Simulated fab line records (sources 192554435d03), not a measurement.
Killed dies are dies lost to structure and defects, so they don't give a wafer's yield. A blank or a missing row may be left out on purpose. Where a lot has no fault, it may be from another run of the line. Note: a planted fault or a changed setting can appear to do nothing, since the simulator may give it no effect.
The tool behind it: which one? | flow n5Finfet | 10 lots with 30 wafers sampled at 6 steps, on a route of 1938 steps

## WHAT THE GAUGES SHOWED, per wafer
N5_BEOL_M4_RC_MEAS_101. Usual: DIBL_N 35.6 mV/V, standard deviation 1.7; DIBL_P 35.0 mV/V, standard deviation 2; IOFF_N 0.148 nA/um, standard deviation 0.027; IOFF_P 0.19 nA/um, standard deviation 0.032; ION_N 671 uA/um, standard deviation 14; ION_P 460 uA/um, standard deviation 9.1; SS_N 71.3 mV/dec, standard deviation 0.62; SS_P 73.0 mV/dec, standard deviation 0.64; VT_N 251 mV, standard deviation 3.2; VT_P -251.5 mV, standard deviation 2.9.
lot  | measured     | on        | DIBL_N (mV/V)  | DIBL_P (mV/V)  | IOFF_N (nA/um)    | IOFF_P (nA/um) | ION_N (uA/um) | ION_P (uA/um) | SS_N (mV/dec)  | SS_P (mV/dec)  | VT_N (mV)   | VT_P (mV)            | flag
L465 | day 9 08:05  | prober-02 | 36.1 35.4 35.2 | 37.1 37.2 35.8 | 0.174 0.150 0.148 | 0.20 0.19 0.17 | 701 673 678   | 470 460 464   | 71.1 70.9 71.2 | 73.9 73.9 73.1 | 248 252 251 | -252.5 -249.9 -251.1 | 
L466 | day 9 12:35  | prober-02 | 34.3 35.7 33.8 | 32.1 34.3 31.4 | 0.130 0.156 0.123 | 0.17 0.20 0.16 | 663 696 671   | 456 474 462   | 71.3 71.2 71.0 | 73.1 72.7 72.7 | 250 248 254 | -252.0 -251.6 -250.1 | 
L467 | day 9 13:21  | prober-01 | 33.6 34.8 35.2 | 31.9 34.4 33.7 | 0.105 0.125 0.122 | 0.15 0.18 0.17 | 636 660 650   | 438 452 452   | 70.7 70.5 70.6 | 72.2 73.2 72.0 | 258 251 254 | -257.1 -251.7 -253.8 | 
L469 | day 11 04:55 | prober-01 | 33.9 31.4 32.5 | 34.3 32.1 33.4 | 0.132 0.109 0.121 | 0.17 0.15 0.16 | 655 667 668   | 446 453 458   | 70.6 70.2 70.2 | 72.2 71.5 72.0 | 255 253 252 | -254.2 -253.2 -253.3 | 
L478 | day 12 11:49 | prober-01 | 34.1 36.7 35.3 | 32.5 35.3 33.7 | 0.126 0.179 0.135 | 0.17 0.22 0.19 | 673 701 669   | 468 476 463   | 70.2 70.7 70.7 | 72.2 73.4 72.8 | 252 244 251 | -252.6 -248.5 -252.8 | 
L481 | day 12 17:50 | prober-02 | 35.9 38.4 35.4 | 36.6 38.6 34.7 | 0.155 0.197 0.136 | 0.21 0.24 0.18 | 679 670 680   | 463 449 463   | 71.0 71.7 70.7 | 73.1 73.7 72.6 | 251 247 254 | -250.7 -249.5 -251.3 | 
L483 | day 13 08:40 | prober-01 | 34.2 36.4 36.4 | 33.0 35.6 35.6 | 0.118 0.160 0.148 | 0.15 0.19 0.18 | 657 690 669   | 449 466 454   | 70.2 71.7 70.8 | 72.0 72.1 72.8 | 253 248 253 | -255.5 -253.0 -252.2 | 
L482 | day 13 10:35 | prober-02 | 35.0 37.1 35.3 | 32.2 34.9 33.1 | 0.118 0.149 0.121 | 0.14 0.17 0.15 | 656 654 657   | 448 444 449   | 70.8 71.8 71.0 | 72.2 72.8 72.8 | 253 253 255 | -256.9 -253.6 -253.0 | 
L486 | day 13 20:51 | prober-02 | 34.3 36.1 33.4 | 32.5 34.7 31.5 | 0.125 0.166 0.114 | 0.17 0.21 0.16 | 661 677 662   | 453 458 460   | 71.1 71.4 70.9 | 72.1 72.9 71.8 | 250 245 254 | -253.9 -248.5 -254.1 | 
L488 | day 14 09:56 | prober-02 | 37.7 35.9 36.3 | 37.6 35.5 36.0 | 0.200 0.155 0.166 | 0.22 0.19 0.20 | 701 679 681   | 468 458 456   | 71.8 71.2 71.3 | 74.1 73.3 73.6 | 246 249 245 | -253.1 -251.3 -250.3 | 

N5_BEOL_M10_OCD_MEAS_38. Usual: 149.5 nm for trenchDepthNm, sd 2.5.
lot  | measured     | on     | trenchDepthNm (nm) | flag
L465 | day 11 18:26 | ocd-01 | 149.5 152.8 149.2  | 
L466 | day 11 20:55 | ocd-02 | 151.0 154.2 149.5  | 
L467 | day 11 20:51 | ocd-02 | 149.8 146.2 150.6  | 
L469 | day 13 11:18 | ocd-02 | 150.4 153.7 149.5  | 
L478 | day 14 20:54 | ocd-01 | - - -              | OFF
L481 | day 14 23:53 | ocd-02 | - - -              | OFF
L483 | day 15 14:11 | ocd-01 | 145.4 149.0 144.4  | 
L482 | day 15 11:58 | ocd-01 | - - -              | OFF
L486 | day 16 06:05 | ocd-01 | 148.2 147.9 151.0  | 
L488 | day 16 22:10 | ocd-01 | 144.5 144.0 146.4  | 

## WHAT TOOL EACH LOT RAN ON (gives the tool, then ch and the chambers of the sampled wafers, and finally the start)
lot  | N5_BEOL_M9_CMP_52             | N5_BEOL_M9_DEP_56               | N5_BEOL_M10_ILD_DEP_00          | N5_BEOL_M10_HM_DEP_02
L465 | cmp-04 ch 0,1,2, day 11 12:08 | pecvd-01 ch 1,2, day 11 12:27   | pecvd-02 ch 0,2, day 11 12:35   | pvdSputter-03, day 11 13:30
L466 | cmp-03 ch 0,1, day 11 16:16   | pecvd-01 ch 0,1,2, day 11 16:37 | pecvd-03 ch 0,2, day 11 16:46   | pvdSputter-03, day 11 18:45
L467 | cmp-03 ch 2,3, day 11 15:55   | pecvd-02 ch 1,2, day 11 16:14   | pecvd-04 ch 0,2, day 11 16:22   | pvdSputter-03, day 11 18:39
L469 | cmp-02 ch 0,3, day 13 05:54   | pecvd-01 ch 1,2, day 13 06:16   | pecvd-02 ch 0,2, day 13 06:23   | pvdSputter-01, day 13 07:45
L478 | cmp-03 ch 0,3, day 14 15:51   | pecvd-03 ch 0,1,2, day 14 16:10 | pecvd-04 ch 0,1, day 14 16:19   | pvdSputter-03, day 14 18:52
L481 | cmp-04 ch 1,2, day 14 16:35   | pecvd-03 ch 0,1,2, day 14 16:56 | pecvd-04 ch 0,1, day 14 17:05   | pvdSputter-01, day 14 19:39
L483 | cmp-02 ch 1,2,3, day 15 08:50 | pecvd-01 ch 0,1,2, day 15 09:11 | pecvd-04 ch 1,2, day 15 09:19   | pvdSputter-01, day 15 11:34
L482 | cmp-04 ch 0,2,3, day 15 05:46 | pecvd-03 ch 1,2, day 15 06:07   | pecvd-02 ch 0,1,2, day 15 06:15 | pvdSputter-02, day 15 07:07
L486 | cmp-03 ch 0,3, day 16 00:55   | pecvd-01 ch 0,1,2, day 16 01:15 | pecvd-02 ch 0,1,2, day 16 01:23 | pvdSputter-03, day 16 02:58
L488 | cmp-02 ch 0,1,3, day 16 14:38 | pecvd-03 ch 0,1,2, day 16 14:57 | pecvd-02 ch 1,2, day 16 15:05   | pvdSputter-03, day 16 18:17
- N5_BEOL_M9_CMP_52: polishes, stops on SiCOH lowk, t overpolish 7 s, target thk 140 nm.
- N5_BEOL_M9_DEP_56: deposits SiCN from 3MS/NH3, target thk 15 nm, time 26.5 s.
- N5_BEOL_M10_ILD_DEP_00: deposits SiCOH lowk from DEMS/porogen, target thk 308.51 nm, time 58 s.
- N5_BEOL_M10_HM_DEP_02: deposits TiN, target thk 20 nm.

## AS READ BY THE TOOLS THEMSELVES (means over the sampled wafers that have a number; for cases with no such wafer, the mark the record gives instead)
N5_BEOL_M9_CMP_52. Usual: barrierFieldEndpointS 28.7 s, standard deviation 0.68; motorCurrentA 6.2 A, standard deviation 0.7; overpolishRunS 7.001 s, standard deviation 0.0095; timeToEndpointS 65.4 s, standard deviation 2.4.
lot  | tool   | barrierFieldEndpointS (s) | motorCurrentA (A) | overpolishRunS (s) | timeToEndpointS (s) | flag
L465 | cmp-04 | 29.3                      | 5.4               | 6.998              | 66.0                | 
L466 | cmp-03 | 28.1                      | 6.9               | 6.997              | 64.6                | 
L467 | cmp-03 | 28.5                      | 6.0               | 6.996              | 65.1                | 
L469 | cmp-02 | 29.2                      | 6.3               | 7.000              | 65.3                | 
L478 | cmp-03 | 28.2                      | 5.9               | 6.999              | 65.7                | 
L481 | cmp-04 | 28.6                      | 5.8               | 7.008              | 65.0                | 
L483 | cmp-02 | 29.0                      | 6.1               | 6.999              | 64.7                | 
L482 | cmp-04 | 29.8                      | 5.7               | 7.010              | 70.9                | 
L486 | cmp-03 | 28.6                      | 6.5               | 6.993              | 66.7                | 
L488 | cmp-02 | 28.8                      | 5.9               | 7.006              | 65.9                | 

N5_BEOL_M9_DEP_56. Usual: chamberPressureTorr 3.000 Torr, standard deviation 0.0054; rfFwdPowerW 200.1 W, standard deviation 0.78; showerheadPlenumPTorr 3.659 Torr, standard deviation 0.014; throttleValvePct 9.0 %, standard deviation 0.35.
lot  | tool     | chamberPressureTorr (Torr) | rfFwdPowerW (W) | showerheadPlenumPTorr (Torr) | throttleValvePct (%) | flag
L465 | pecvd-01 | 3.004                      | 200.7           | 3.651                        | 9.1                  | 
L466 | pecvd-01 | 3.001                      | 199.1           | 3.649                        | 9.1                  | 
L467 | pecvd-02 | 3.001                      | 201.5           | 3.675                        | 9.1                  | 
L469 | pecvd-01 | 3.000                      | 199.9           | 3.647                        | 8.9                  | 
L478 | pecvd-03 | 3.000                      | 199.6           | 3.663                        | 9.0                  | 
L481 | pecvd-03 | 3.002                      | 200.2           | 3.665                        | 9.0                  | 
L483 | pecvd-01 | 2.998                      | 199.6           | 3.642                        | 8.9                  | 
L482 | pecvd-03 | 3.007                      | 200.6           | 3.676                        | 9.0                  | 
L486 | pecvd-01 | 2.996                      | 199.6           | 3.645                        | 9.2                  | 
L488 | pecvd-03 | 2.998                      | 200.2           | 3.666                        | 9.1                  | 

N5_BEOL_M10_ILD_DEP_00. Usual: chamberPressureTorr 4.999 Torr, standard deviation 0.011; heaterPowerOuterW 140 W, standard deviation 45; heaterPowerW 311 W, standard deviation 57; showerheadPlenumPTorr 5.742 Torr, standard deviation 0.015; throttleValvePct 13.8 %, standard deviation 0.38.
lot  | tool     | chamberPressureTorr (Torr) | heaterPowerOuterW (W) | heaterPowerW (W) | showerheadPlenumPTorr (Torr) | throttleValvePct (%) | flag
L465 | pecvd-02 | 4.993                      | 117                   | 290              | 5.748                        | 13.5                 | 
L466 | pecvd-03 | 5.007                      | 118                   | 268              | 5.743                        | 13.3                 | 
L467 | pecvd-04 | 4.998                      | 200                   | 364              | 5.748                        | 13.6                 | 
L469 | pecvd-02 | 5.003                      | 89                    | 257              | 5.750                        | 13.6                 | 
L478 | pecvd-04 | -                          | -                     | -                | -                            | -                    | OFF
L481 | pecvd-04 | -                          | -                     | -                | -                            | -                    | OFF
L483 | pecvd-04 | 5.000                      | 180                   | 346              | 5.729                        | 13.5                 | 
L482 | pecvd-02 | -                          | -                     | -                | -                            | -                    | OFF
L486 | pecvd-02 | 4.995                      | 111                   | 284              | 5.743                        | 13.8                 | 
L488 | pecvd-02 | 5.016                      | 127                   | 303              | 5.752                        | 14.0                 | 

N5_BEOL_M10_HM_DEP_02. Usual: chamberPressurePa 0.4999 Pa, standard deviation 0.001; substrateTempC 24.99 C, standard deviation 0.11; throttleValvePct 30.1 %, standard deviation 1.5.
lot  | tool          | chamberPressurePa (Pa) | substrateTempC (C) | throttleValvePct (%) | flag
L465 | pvdSputter-03 | 0.4999                 | 25.04              | 30.4                 | 
L466 | pvdSputter-03 | 0.4999                 | 24.90              | 29.8                 | 
L467 | pvdSputter-03 | 0.5004                 | 24.98              | 31.1                 | 
L469 | pvdSputter-01 | 0.5005                 | 24.78              | 29.9                 | 
L478 | pvdSputter-03 | 0.4999                 | 25.08              | 28.3                 | 
L481 | pvdSputter-01 | 0.4988                 | 24.91              | 30.0                 | 
L483 | pvdSputter-01 | 0.4996                 | 24.91              | 30.0                 | 
L482 | pvdSputter-02 | 0.5002                 | 24.96              | 30.3                 | 
L486 | pvdSputter-03 | 0.5003                 | 24.96              | 28.8                 | 
L488 | pvdSputter-03 | 0.5000                 | 25.00              | 29.0                 | 

## THE ANSWER, worked out from the rows above alone
Rule: lot off if the mean of its wafers having a number is beyond 3 standard deviations from the usual mean. A lot without any number at a reading at which 4 lots or more have one is off too. Any other lot the step has rows for is counted as sound. After the gauges, taken in route order, come the tools' own readings; for these a lot's mean is taken, as printed above. The first step at which some lot is off is used, and at that step the reading that is off furthest; a lot without a number counts as furthest.
Off at N5_BEOL_M10_OCD_MEAS_38 (trenchDepthNm): L478, L481, L482. Without a number there: L478, L481, L482.
A tool fits if, at a process step before that reading, it ran every lot that is off, and no sound lot after the first of them. Not tried: the gauges at N5_BEOL_M10_OCD_MEAS_38; whatever is off there is also off at N5_BEOL_M10_ILD_DEP_00, on other tools, and gauge error can't account for it. None of those tried fits.

## WHAT THE SIMULATOR HAD PUT IN
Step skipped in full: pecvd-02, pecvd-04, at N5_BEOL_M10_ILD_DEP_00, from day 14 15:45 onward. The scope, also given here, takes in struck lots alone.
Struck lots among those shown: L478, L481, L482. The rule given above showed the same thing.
